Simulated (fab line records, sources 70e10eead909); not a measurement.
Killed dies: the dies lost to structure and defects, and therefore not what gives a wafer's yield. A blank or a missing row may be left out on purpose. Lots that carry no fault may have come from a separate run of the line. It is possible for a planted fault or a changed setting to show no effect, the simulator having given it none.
Matching of chambers :: flow nand harc :: 4 sister chambers for NHARC_P_STI_DESCUM_14 on rie diel-11
The step chemistry O2, time 3 s. 14 wafers are shown with their chamber, then 7 later ones without.

WAFERS, EACH WITH ITS CHAMBER
wafer: L075.1
chamber: 2
drypump motor current A (A): 5.5
oes product au (a.u.): 1.015
throttle valve pct (%): 11.318

wafer: L075.2
chamber: 1
drypump motor current A (A): 5.9
oes product au (a.u.): 0.989
throttle valve pct (%): 11.322

wafer: L075.5
chamber: 2
drypump motor current A (A): 5.4
oes product au (a.u.): 1.017
throttle valve pct (%): 11.320

wafer: L081.2
chamber: 0
drypump motor current A (A): 6.6
oes product au (a.u.): 1.000
throttle valve pct (%): 11.313

wafer: L081.3
chamber: 2
drypump motor current A (A): 5.4
oes product au (a.u.): 0.994
throttle valve pct (%): 11.311

wafer: L081.4
chamber: 3
drypump motor current A (A): 6.4
oes product au (a.u.): 1.006
throttle valve pct (%): 11.316

wafer: L083.1
chamber: 2
drypump motor current A (A): 5.5
oes product au (a.u.): 0.991
throttle valve pct (%): 11.313

wafer: L083.2
chamber: 3
drypump motor current A (A): 6.4
oes product au (a.u.): 1.007
throttle valve pct (%): 11.284

wafer: L083.3
chamber: 1
drypump motor current A (A): 5.8
oes product au (a.u.): 0.973
throttle valve pct (%): 11.306

wafer: L091.2
chamber: 2
drypump motor current A (A): 5.5
oes product au (a.u.): 0.994
throttle valve pct (%): 11.295

wafer: L091.4
chamber: 3
drypump motor current A (A): 6.4
oes product au (a.u.): 1.006
throttle valve pct (%): 11.299

wafer: L091.6
chamber: 0
drypump motor current A (A): 6.7
oes product au (a.u.): 1.003
throttle valve pct (%): 11.313

wafer: L093.1
chamber: 0
drypump motor current A (A): 6.6
oes product au (a.u.): 1.000
throttle valve pct (%): 11.310

wafer: L093.4
chamber: 2
drypump motor current A (A): 5.5
oes product au (a.u.): 0.998
throttle valve pct (%): 11.304

SIGNATURES (means of the wafers above)
reading: drypump motor current A
chamber 0: 6.633
chamber 1: 5.850
chamber 2: 5.467
chamber 3: 6.400
scatter within a chamber: 0.05

reading: oes product au
chamber 0: 1.00100
chamber 1: 0.98100
chamber 2: 1.00150
chamber 3: 1.00633
scatter within a chamber: 0.0089

reading: throttle valve pct
chamber 0: 11.31200
chamber 1: 11.31400
chamber 2: 11.31017
chamber 3: 11.29967
scatter within a chamber: 0.0104
Rule: a wafer's distance from a chamber is the root of the sum, over the readings, of the square of ((its reading less the chamber's mean) divided by the reading's scatter). The wafer belongs to the nearest chamber; if the next one is less than 2 further off, it can't be placed. The scatter: the root of (the sum of the squares of (reading less its chamber's mean) over the shown wafers, divided by (wafers less chambers)).

WAFERS WHOSE CHAMBER IS MISSING
wafer: L093.6
drypump motor current A (A): 6.4
oes product au (a.u.): 1.011
throttle valve pct (%): 11.305

wafer: L095.2
drypump motor current A (A): 5.4
oes product au (a.u.): 1.004
throttle valve pct (%): 11.324

wafer: L095.5
drypump motor current A (A): 6.7
oes product au (a.u.): 1.003
throttle valve pct (%): 11.317

wafer: L095.6
drypump motor current A (A): 5.9
oes product au (a.u.): 0.993
throttle valve pct (%): 11.297

wafer: L096.1
drypump motor current A (A): 6.4
oes product au (a.u.): 1.002
throttle valve pct (%): 11.310

wafer: L096.3
drypump motor current A (A): 5.4
oes product au (a.u.): 0.995
throttle valve pct (%): 11.303

wafer: L096.4
drypump motor current A (A): 5.9
oes product au (a.u.): 1.000
throttle valve pct (%): 11.295

THE CHAMBER EACH PASSED THROUGH
wafer: L093.6
from the rows above: 3
in truth: 3

wafer: L095.2
from the rows above: 2
in truth: 2

wafer: L095.5
from the rows above: 0
in truth: 0

wafer: L095.6
from the rows above: 1
in truth: 1

wafer: L096.1
from the rows above: 3
in truth: 3

wafer: L096.3
from the rows above: 2
in truth: 2

wafer: L096.4
from the rows above: 1
in truth: 1
7 of 7 placed correctly. Number that these rows cannot place: 0. Placed wrongly: 0.
